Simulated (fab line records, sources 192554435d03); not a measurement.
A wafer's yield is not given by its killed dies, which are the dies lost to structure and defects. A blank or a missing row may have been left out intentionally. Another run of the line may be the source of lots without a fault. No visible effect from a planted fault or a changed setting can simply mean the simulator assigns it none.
Matching of chambers :: flow n5-finfet :: N5_BEOL_M4_ALD_84 on ald-metal-03: 4 sister chambers
The step deposits TaN, pulse time 2 s, purge time 3 s, co reactant purge time 2 s. 14 wafers are shown with their chamber, then 7 later ones without.

## WAFERS WITH THEIR CHAMBER
wafer: L076.3
chamber: 2
heater-power-w (W): 434
chamber-pressure-Torr (Torr): 3.000

wafer: L076.4
chamber: 0
heater-power-w (W): 377
chamber-pressure-Torr (Torr): 2.992

wafer: L076.6
chamber: 2
heater-power-w (W): 428
chamber-pressure-Torr (Torr): 3.002

wafer: L078.1
chamber: 3
heater-power-w (W): 416
chamber-pressure-Torr (Torr): 3.001

wafer: L078.3
chamber: 2
heater-power-w (W): 424
chamber-pressure-Torr (Torr): 2.999

wafer: L078.6
chamber: 3
heater-power-w (W): 423
chamber-pressure-Torr (Torr): 2.999

wafer: L080.1
chamber: 0
heater-power-w (W): 373
chamber-pressure-Torr (Torr): 2.990

wafer: L080.2
chamber: 2
heater-power-w (W): 426
chamber-pressure-Torr (Torr): 3.004

wafer: L080.4
chamber: 3
heater-power-w (W): 431
chamber-pressure-Torr (Torr): 3.004

wafer: L086.2
chamber: 3
heater-power-w (W): 409
chamber-pressure-Torr (Torr): 3.000

wafer: L086.3
chamber: 2
heater-power-w (W): 439
chamber-pressure-Torr (Torr): 3.013

wafer: L086.5
chamber: 1
heater-power-w (W): 369
chamber-pressure-Torr (Torr): 3.001

wafer: L090.2
chamber: 0
heater-power-w (W): 382
chamber-pressure-Torr (Torr): 3.003

wafer: L090.5
chamber: 3
heater-power-w (W): 420
chamber-pressure-Torr (Torr): 2.998

SIGNATURES (means of the wafers above)
reading: heater-power-w
chamber 0: 377.33
chamber 1: 369.00
chamber 2: 430.20
chamber 3: 419.80
scatter within a chamber: 6.78

reading: chamber-pressure-Torr
chamber 0: 2.99500
chamber 1: 3.00100
chamber 2: 3.00360
chamber 3: 3.00040
scatter within a chamber: 0.00494
Rule: a wafer lies at a distance from a chamber equal to the root of the sum of squares, over the readings, of (its reading less the chamber's mean, divided by the reading's scatter). If the next closest chamber is less than 2 further off than the closest, the wafer can't be placed; otherwise it belongs to the closest. The scatter: take each reading less its chamber's mean, square it, sum over the shown wafers, divide by the number of wafers less the number of chambers, and take the root.

## WAFERS WITHOUT THEIR CHAMBER
wafer: L090.6
heater-power-w (W): 437
chamber-pressure-Torr (Torr): 2.999

wafer: L096.2
heater-power-w (W): 410
chamber-pressure-Torr (Torr): 3.002

wafer: L096.4
heater-power-w (W): 384
chamber-pressure-Torr (Torr): 2.998

wafer: L096.5
heater-power-w (W): 418
chamber-pressure-Torr (Torr): 2.995

wafer: L097.1
heater-power-w (W): 424
chamber-pressure-Torr (Torr): 3.004

wafer: L097.3
heater-power-w (W): 441
chamber-pressure-Torr (Torr): 3.006

wafer: L097.5
heater-power-w (W): 374
chamber-pressure-Torr (Torr): 2.990

## CHAMBER TAKEN BY EACH
wafer: L090.6
from the rows above: can't be placed: 2 or 3
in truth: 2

wafer: L096.2
from the rows above: can't be placed: 3 or 2
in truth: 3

wafer: L096.4
from the rows above: can't be placed: 0 or 1
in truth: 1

wafer: L096.5
from the rows above: can't be placed: 3 or 2
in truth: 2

wafer: L097.1
from the rows above: can't be placed: 2 or 3
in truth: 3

wafer: L097.3
from the rows above: can't be placed: 2 or 3
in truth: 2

wafer: L097.5
from the rows above: can't be placed: 0 or 1
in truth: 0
Correct placement for 0 of the 7. Unplaceable from these rows: 7, with the true chamber sitting among the candidates in 7. Number placed wrongly: 0.
